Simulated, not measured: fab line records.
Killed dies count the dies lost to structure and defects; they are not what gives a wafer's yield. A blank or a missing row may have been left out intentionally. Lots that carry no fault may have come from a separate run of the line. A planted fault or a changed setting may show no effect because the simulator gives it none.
fab line records    flow nandHarc
[record] lots = 6  wafers = 18  lastDay = 22
route steps=1159 shown A_SOURCE_PLATE@416 A_ONON_D1@424 END@1159
lots with no fault: from the same line, run without faults
startH: start of the lot's first displayed wafer, in hours after the record's first day    waitH: hours from the lot's prior step to this one    " as in the row above    L1.1+2: several wafers, shown together as one row    - no value present, or no start provided    * or withheld: withheld    < > ~ a bound
route shown NAME@n: NAME is a module with steps in the file, n the number in the route of the first one    usual: mean and standard deviation over wafers with no fault    same: alike in all rows    chamber/n: place in a boat    sites: per-site readings    _std_site: standard deviation of those values    _edge_site: mean of outer sites minus mean of inner sites    radiusMm: how far each site lies from the wafer's centre    mask NAME#n: copy n    behind: the last tool/chamber to shape the wafer    hold: why the lot was held/for how many hours/how that ended    device: the transistor (n, p or np) that didn't switch    end of line: the tests these same wafers got at the end of their route    where a step has no rows: the recipe by itself    killed: the dies lost at the first sort to structure and to defects; this is not the yield of the wafer    map: dies across one wafer; x = killed, . = not, _ = none there
set.NAME: the run value of the setting; set.NAME@STEP: its run value at that earlier step    model.NAME: the simulator's own value behind a step, which no gauge read
lots at selected steps of the route; one table per step, one row per wafer
services: when a tool's chamber went out of use (startH, in hours from the record's first day, below 0 if earlier), for how many hours, and the reason
[[steps]]
[step NHARC_A_SOURCE_PLATE_THK_MEAS_09]
[recipe] thkMeasGauge = ellipsometry
[usual] thkNm = 9.8/1
lot.wafer  tool          chamber  startH  waitH  thkNm
L225.1     filmMetro-02  -        151.66  0.4    10.9
L225.4     "             -        "       "      12.5
L225.6     "             -        "       "      9.7
L227.1     filmMetro-02  -        151.68  0.4    9.0
L227.4     "             -        "       "      10.9
L227.6     "             -        "       "      10.4
L230.1     filmMetro-01  -        185.80  0.4    11.4
L230.3     "             -        "       "      9.2
L230.6     "             -        "       "      10.8
L231.2     filmMetro-01  -        192.40  0.4    8.4
L231.3     "             -        "       "      8.7
L231.5     "             -        "       "      10.6
L235.2     filmMetro-02  -        218.08  0.4    11.5
L235.4     "             -        "       "      9.7
L235.5     "             -        "       "      10.2
L236.1     filmMetro-02  -        228.73  0.4    10.5
L236.2     "             -        "       "      9.5
L236.4     "             -        "       "      10.1
[step NHARC_A_SOURCE_PLATE_PVD_04]
[recipe] targetThkA = 500  material = WSi2
[step NHARC_A_SOURCE_PLATE_CVD_03]
[recipe] targetThkA = 2000  tempC = 620  pressureMtorr = 200  timeS = 4000  material = poly-Si
[step NHARC_A_SOURCE_PLATE_ANNEAL_05]
[recipe] tempC = 850  timeS = 1800
[step NHARC_A_SOURCE_PLATE_THK_MEAS_06]
[recipe] thkMeasGauge = ellipsometry
[usual] thkNm = 200.4/2.1
lot.wafer  tool          chamber  startH  waitH  thkNm
L225.1     filmMetro-01  -        164.79  0.4    198.2
L225.4     "             -        "       "      196.5
L225.6     "             -        "       "      198.7
L227.1     filmMetro-02  -        164.79  0.4    200.0
L227.4     "             -        "       "      199.9
L227.6     "             -        "       "      198.6
L230.1     filmMetro-02  -        200.68  0.4    199.5
L230.3     "             -        "       "      201.3
L230.6     "             -        "       "      199.4
L231.2     filmMetro-02  -        207.90  0.4    195.3
L231.3     "             -        "       "      197.2
L231.5     "             -        "       "      194.8
L235.2     filmMetro-02  -        232.29  0.4    198.1
L235.4     "             -        "       "      199.1
L235.5     "             -        "       "      198.6
L236.1     filmMetro-02  -        245.34  0.4    201.8
L236.2     "             -        "       "      200.7
L236.4     "             -        "       "      202.8
[step NHARC_A_SOURCE_PLATE_INSPECT_08]
[usual] rawDefectCount = 61/22
lot.wafer  tool              chamber  startH  waitH  rawDefectCount
L225.1     defectInspect-01  -        164.86  0.0    61
L225.4     "                 -        "       "      51
L225.6     "                 -        "       "      81
L227.1     defectInspect-02  -        164.86  0.0    36
L227.4     "                 -        "       "      42
L227.6     "                 -        "       "      54
L230.1     defectInspect-02  -        200.78  0.0    65
L230.3     "                 -        "       "      73
L230.6     "                 -        "       "      68
L231.2     defectInspect-01  -        207.96  0.0    52
L231.3     "                 -        "       "      56
L231.5     "                 -        "       "      113
L235.2     defectInspect-01  -        232.38  0.0    65
L235.4     "                 -        "       "      41
L235.5     "                 -        "       "      32
L236.1     defectInspect-01  -        245.45  0.0    53
L236.2     "                 -        "       "      50
L236.4     "                 -        "       "      58
[step NHARC_A_ONON_D1_DEP_00]
[recipe] targetThkA = 10000  n2FlowSccm = 2750  n2oFlowSccm = 2000  nh3FlowSccm = 500  sih4FlowSccm = 210  tempC = 400
[step NHARC_A_ONON_D1_THK_MEAS_02]
[recipe] thkMeasGauge = ellipsometry
[usual] thkNm = 1000/6.3
lot.wafer  tool          chamber  startH  waitH  thkNm
L227.1     filmMetro-01  -        165.43  -      992
L227.4     "             -        "       "      992
L227.6     "             -        "       "      992
L225.1     filmMetro-02  -        165.43  -      1005
L225.4     "             -        "       "      1006
L225.6     "             -        "       "      1004
L230.1     filmMetro-01  -        201.36  -      1007
L230.3     "             -        "       "      1008
L230.6     "             -        "       "      1011
L231.2     filmMetro-01  -        208.54  -      995
L231.3     "             -        "       "      995
L231.5     "             -        "       "      995
L235.2     filmMetro-02  -        232.96  -      998
L235.4     "             -        "       "      998
L235.5     "             -        "       "      997
L236.1     filmMetro-01  -        246.03  -      1007
L236.2     "             -        "       "      1007
L236.4     "             -        "       "      1010
[step NHARC_A_ONON_D1_DEP_03]
[recipe] targetThkA = 10000  n2FlowSccm = 2750  n2oFlowSccm = 2000  nh3FlowSccm = 500  sih4FlowSccm = 210  tempC = 400
[step NHARC_A_ONON_D1_THK_MEAS_05]
[recipe] thkMeasGauge = ellipsometry
[usual] thkNm = 997/10
lot.wafer  tool          chamber  startH  waitH  thkNm
L227.1     filmMetro-02  -        165.99  -      982
L227.4     "             -        "       "      984
L227.6     "             -        "       "      983
L225.1     filmMetro-02  -        166.13  -      1012
L225.4     "             -        "       "      1011
L225.6     "             -        "       "      1011
L230.1     filmMetro-02  -        201.93  -      1008
L230.3     "             -        "       "      1011
L230.6     "             -        "       "      1009
L231.2     filmMetro-01  -        209.10  -      1009
L231.3     "             -        "       "      1008
L231.5     "             -        "       "      1009
L235.2     filmMetro-02  -        233.53  -      995
L235.4     "             -        "       "      994
L235.5     "             -        "       "      996
L236.1     filmMetro-01  -        246.60  -      1003
L236.2     "             -        "       "      1002
L236.4     "             -        "       "      1003
[step NHARC_A_ONON_D1_DEP_06]
[recipe] targetThkA = 10000  n2FlowSccm = 2750  n2oFlowSccm = 2000  nh3FlowSccm = 500  sih4FlowSccm = 210  tempC = 400
[usual] nh3FlowSccm = 499.8/1.6
lot.wafer  tool          chamber  startH  waitH  nh3FlowSccm
L227.1     pecvdOnon-02  0        166.04  0.1    502.5
L227.4     "             0        "       "      501.3
L227.6     "             0        "       "      501.0
L225.1     pecvdOnon-03  0        166.19  0.1    501.9
L225.4     "             0        "       "      501.0
L225.6     "             0        "       "      500.6
L230.1     pecvdOnon-02  0        201.98  0.1    501.8
L230.3     "             0        "       "      500.2
L230.6     "             0        "       "      497.1
L231.2     pecvdOnon-03  0        209.22  0.1    498.2
L231.3     "             0        "       "      500.2
L231.5     "             0        "       "      498.9
L235.2     pecvdOnon-03  0        233.64  0.1    498.5
L235.4     "             0        "       "      498.0
L235.5     "             0        "       "      496.9
L236.1     pecvdOnon-01  0        246.65  0.1    500.4
L236.2     "             0        "       "      501.8
L236.4     "             0        "       "      502.8
[step NHARC_A_ONON_D1_THK_MEAS_08]
[recipe] thkMeasGauge = ellipsometry
[usual] thkNm = 1000/8.2
lot.wafer  tool          chamber  startH  waitH  thkNm
L227.1     filmMetro-01  -        166.55  -      1004
L227.4     "             -        "       "      1003
L227.6     "             -        "       "      1005
L225.1     filmMetro-01  -        166.70  -      998
L225.4     "             -        "       "      999
L225.6     "             -        "       "      997
L230.1     filmMetro-01  -        202.49  -      994
L230.3     "             -        "       "      994
L230.6     "             -        "       "      996
L231.2     filmMetro-01  -        209.67  -      1005
L231.3     "             -        "       "      1005
L231.5     "             -        "       "      1559
L235.2     filmMetro-02  -        234.10  -      992
L235.4     "             -        "       "      993
L235.5     "             -        "       "      1545
L236.1     filmMetro-02  -        247.17  -      1011
L236.2     "             -        "       "      1011
L236.4     "             -        "       "      1012
[step NHARC_A_ONON_D1_DEP_09]
[recipe] targetThkA = 10000  n2FlowSccm = 2750  n2oFlowSccm = 2000  nh3FlowSccm = 500  sih4FlowSccm = 210  tempC = 400
[step NHARC_END_SORT_01]
[recipe] tempC = 25
[usual] killedAtArray = 28/8.9  killedAtOther = 0.8/1.2  killedAtPeriphery = 3.3/2.3  killedDies = 32/9.4  killedOpen = 3.2/1.8  killedShort = 1.9/1.4
[same] grossDies = 677
lot.wafer  tool       chamber  startH  waitH  killedAtArray  killedAtOther  killedAtPeriphery  killedDies  killedOpen  killedShort
L231.5     prober-02  0        497.98  3.7    671            0              6                  677         3           0
L235.5     prober-01  0        528.44  3.7    675            0              2                  677         5           1
// killed by level:class
L231.5 A_ONON_D1:areaDep=648 A_CHANNEL_HOLE_D1:chamberFilmFlake=18 P_ZERO_WELL:chamberFilmFlake=2 A_CONTACT:chamberFilmFlake=2 P_STI:geometricParticle:open=1 P_GATE:geometricParticle:open=1 A_CHANNEL_FILL_D1:geometricParticle:open=1 P_STI:chamberFilmFlake=1
L235.5 A_ONON_D1:areaDep=650 A_SLIT:chamberFilmFlake=12 A_CHANNEL_HOLE_D1:chamberFilmFlake=5 A_STAIRCASE:chamberFilmFlake=3 P_CONTACT:geometricParticle:open=1 P_M0:geometricParticle:open=1 A_CHANNEL_FILL_D1:geometricParticle:open=1 A_WL_FILL:geometricParticle:open=1
// map L231.5 (x killed, . not)
____________x____________
_________xxxxxxx_________
_______xxxxxxxxxxx_______
______xxxxxxxxxxxxx______
_____xxxxxxxxxxxxxxx_____
____xxxxxxxxxxxxxxxxx____
____xxxxxxxxxxxxxxxxx____
___xxxxxxxxxxxxxxxxxxx___
___xxxxxxxxxxxxxxxxxxx___
__xxxxxxxxxxxxxxxxxxxxx__
__xxxxxxxxxxxxxxxxxxxxx__
_xxxxxxxxxxxxxxxxxxxxxxx_
_xxxxxxxxxxxxxxxxxxxxxxx_
_xxxxxxxxxxxxxxxxxxxxxxx_
_xxxxxxxxxxxxxxxxxxxxxxx_
_xxxxxxxxxxxxxxxxxxxxxxx_
xxxxxxxxxxxxxxxxxxxxxxxxx
xxxxxxxxxxxxxxxxxxxxxxxxx
xxxxxxxxxxxxxxxxxxxxxxxxx
xxxxxxxxxxxxxxxxxxxxxxxxx
xxxxxxxxxxxxxxxxxxxxxxxxx
_xxxxxxxxxxxxxxxxxxxxxxx_
_xxxxxxxxxxxxxxxxxxxxxxx_
_xxxxxxxxxxxxxxxxxxxxxxx_
_xxxxxxxxxxxxxxxxxxxxxxx_
_xxxxxxxxxxxxxxxxxxxxxxx_
__xxxxxxxxxxxxxxxxxxxxx__
__xxxxxxxxxxxxxxxxxxxxx__
___xxxxxxxxxxxxxxxxxxx___
___xxxxxxxxxxxxxxxxxxx___
____xxxxxxxxxxxxxxxxx____
____xxxxxxxxxxxxxxxxx____
_____xxxxxxxxxxxxxxx_____
______xxxxxxxxxxxxx______
_______xxxxxxxxxxx_______
_________xxxxxxx_________
____________x____________
// map L235.5 (x killed, . not)
____________x____________
_________xxxxxxx_________
_______xxxxxxxxxxx_______
______xxxxxxxxxxxxx______
_____xxxxxxxxxxxxxxx_____
____xxxxxxxxxxxxxxxxx____
____xxxxxxxxxxxxxxxxx____
___xxxxxxxxxxxxxxxxxxx___
___xxxxxxxxxxxxxxxxxxx___
__xxxxxxxxxxxxxxxxxxxxx__
__xxxxxxxxxxxxxxxxxxxxx__
_xxxxxxxxxxxxxxxxxxxxxxx_
_xxxxxxxxxxxxxxxxxxxxxxx_
_xxxxxxxxxxxxxxxxxxxxxxx_
_xxxxxxxxxxxxxxxxxxxxxxx_
_xxxxxxxxxxxxxxxxxxxxxxx_
xxxxxxxxxxxxxxxxxxxxxxxxx
xxxxxxxxxxxxxxxxxxxxxxxxx
xxxxxxxxxxxxxxxxxxxxxxxxx
xxxxxxxxxxxxxxxxxxxxxxxxx
xxxxxxxxxxxxxxxxxxxxxxxxx
_xxxxxxxxxxxxxxxxxxxxxxx_
_xxxxxxxxxxxxxxxxxxxxxxx_
_xxxxxxxxxxxxxxxxxxxxxxx_
_xxxxxxxxxxxxxxxxxxxxxxx_
_xxxxxxxxxxxxxxxxxxxxxxx_
__xxxxxxxxxxxxxxxxxxxxx__
__xxxxxxxxxxxxxxxxxxxxx__
___xxxxxxxxxxxxxxxxxxx___
___xxxxxxxxxxxxxxxxxxx___
____xxxxxxxxxxxxxxxxx____
____xxxxxxxxxxxxxxxxx____
_____xxxxxxxxxxxxxxx_____
______xxxxxxxxxxxxx______
_______xxxxxxxxxxx_______
_________xxxxxxx_________
____________x____________
[[services]]
tool          chamber  startH  hours  kind
pecvdOnon-03  -        153.00  13.0   pm
pecvdOnon-01  -        195.25  13.0   pm
[[key]]
[firstSign] step = NHARC_A_ONON_D1_THK_MEAS_08  reading = thkNm  direction = up  sigmas = 67  usual = 1000  struck = 1552
[effect] step = NHARC_END_SORT_01  reading = killedAtArray  direction = up  sigmas = 72  usual = 28  struck = 673
[moreKillsBornAt] NHARC_A_ONON_D1_DEP_06@pecvdOnon-03 = 1298
metAt NHARC_A_ONON_D1_DEP_06
struckWafers L231.5,L235.5
laterRowsLeftOut L231.5,L235.5
testerLeftOut L231,L235
onsetBetween 166.19 209.22
[fault] kind = processParameterDrift  tool = pecvdOnon-03  chamber = -  onsetH = 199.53  steps = NHARC_A_ONON_D1_DEP_06  channel = targetThkA  offset = *  shape = step  endH = 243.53  scope = struckWafersOnly  actsIn = *  stated = *
// testerLeftOut: of these lots the tester's yield and bins aren't shown, on N5 and GAA mostly nor the transistor test; their killed dies are dies lost to structure and defects alone, not to doping, threshold or leakage, so they don't give the yield
// laterRowsLeftOut: the simulator's readings of these wafers behind a module that went badly wrong aren't trusted and aren't shown, but for the sort
